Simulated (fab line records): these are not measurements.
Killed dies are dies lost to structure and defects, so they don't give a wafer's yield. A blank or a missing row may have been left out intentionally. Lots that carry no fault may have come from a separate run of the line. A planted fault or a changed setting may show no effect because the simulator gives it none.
Which tool is to blame? :: flow n5_finfet :: 7 lots, 19 wafers sampled, at 4 steps of a route of 1938

## WHAT EACH GAUGE READ, for each wafer
N5_FIN_SAQP_THK_MEAS_05.
lot: L228
measured: day 2 02:56
on: film_metro-02
thk_nm (nm): 37.9 38.1 38.3

lot: L230
measured: day 2 15:24
on: film_metro-01
thk_nm (nm): 38.4 39.0 38.7

lot: L232
measured: day 3 03:17
on: film_metro-02
thk_nm (nm): 38.2 38.1 37.7

lot: L235
measured: day 3 21:04
on: film_metro-01
thk_nm (nm): 37.5 38.4

lot: L244
measured: day 6 02:51
on: film_metro-02
thk_nm (nm): 37.8 29.5 38.1

lot: L248
measured: day 7 03:35
on: film_metro-01
thk_nm (nm): 37.9 38.3

lot: L250
measured: day 7 14:59
on: film_metro-01
thk_nm (nm): 37.8 37.9 38.2

## TOOL THAT RAN EACH LOT (tool first, then ch and the chambers of the sampled wafers, then the start)
lot: L228
N5_PMOS_HMC_CHANNEL_EPI_ETCH_32: rie_diel-05 ch 0,1, day 1 23:19
N5_FIN_SAQP_DENSIFY_62: rtp_anneal-01 ch 0, day 2 02:42
N5_FIN_SAQP_HM_DEP_03: pecvd-02 ch 0,1, day 2 02:51

lot: L230
N5_PMOS_HMC_CHANNEL_EPI_ETCH_32: rie_diel-05 ch 1,2, day 2 11:35
N5_FIN_SAQP_DENSIFY_62: rtp_anneal-02 ch 0, day 2 15:07
N5_FIN_SAQP_HM_DEP_03: pecvd-01 ch 0,1, day 2 15:19

lot: L232
N5_PMOS_HMC_CHANNEL_EPI_ETCH_32: rie_diel-01 ch 2,3, day 2 23:42
N5_FIN_SAQP_DENSIFY_62: rtp_anneal-02 ch 0, day 3 03:01
N5_FIN_SAQP_HM_DEP_03: pecvd-04 ch 0,1, day 3 03:12

lot: L235
N5_PMOS_HMC_CHANNEL_EPI_ETCH_32: rie_diel-01 ch 1,3, day 3 17:28
N5_FIN_SAQP_DENSIFY_62: rtp_anneal-01 ch 0, day 3 20:46
N5_FIN_SAQP_HM_DEP_03: pecvd-04 ch 2, day 3 20:58

lot: L244
N5_PMOS_HMC_CHANNEL_EPI_ETCH_32: rie_diel-03 ch 0,1,3, day 5 23:20
N5_FIN_SAQP_DENSIFY_62: rtp_anneal-01 ch 0, day 6 02:33
N5_FIN_SAQP_HM_DEP_03: pecvd-04 ch 0,2, day 6 02:46

lot: L248
N5_PMOS_HMC_CHANNEL_EPI_ETCH_32: rie_diel-01 ch 0, day 7 00:08
N5_FIN_SAQP_DENSIFY_62: rtp_anneal-01 ch 0, day 7 03:18
N5_FIN_SAQP_HM_DEP_03: pecvd-02 ch 2, day 7 03:29

lot: L250
N5_PMOS_HMC_CHANNEL_EPI_ETCH_32: rie_diel-05 ch 0,1, day 7 11:11
N5_FIN_SAQP_DENSIFY_62: rtp_anneal-01 ch 0, day 7 14:43
N5_FIN_SAQP_HM_DEP_03: pecvd-02 ch 0,2, day 7 14:54
- N5_PMOS_HMC_CHANNEL_EPI_ETCH_32: etches BARC in N2/H2, stops on SiO2, target depth 85.8 nm, time 50.3 s.
- N5_FIN_SAQP_DENSIFY_62: time 60 s.
- N5_FIN_SAQP_HM_DEP_03: deposits SiNx from SiH4/NH3/N2, target thk 38 nm, time 33.6 s.

## THE ANSWER, worked out from the rows above alone
Rule: what is usual is taken from the lots themselves. Put in order of their means at a reading, lots are off if they are a third of the lots or fewer, leave a main group of 4 or more, and stand apart from it by a gap of 3 or more times the standard deviation of the main group's means; of several such gaps the widest counts. If all means in a main group match to the digits the tables above print for the reading, that group is not used. A lot without any number at a reading at which 4 lots or more have one is off too. Where the step has rows for the other lots, those lots are counted as sound.
Off, at N5_FIN_SAQP_THK_MEAS_05 on thk_nm: L244. Main group: mean 38.1 nm, sd 0.26.
If a tool, at a process step before that reading, ran all the lots that are off and no sound lot after the first of them, it fits. The gauges at N5_FIN_SAQP_THK_MEAS_05 are tried like those tools. Can't be told from this: 3 tools fit, rie_diel-03 at N5_PMOS_HMC_CHANNEL_EPI_ETCH_32, pecvd-04 at N5_FIN_SAQP_HM_DEP_03, film_metro-02 at N5_FIN_SAQP_THK_MEAS_05.

## WHAT WAS PUT IN BY THE SIMULATOR
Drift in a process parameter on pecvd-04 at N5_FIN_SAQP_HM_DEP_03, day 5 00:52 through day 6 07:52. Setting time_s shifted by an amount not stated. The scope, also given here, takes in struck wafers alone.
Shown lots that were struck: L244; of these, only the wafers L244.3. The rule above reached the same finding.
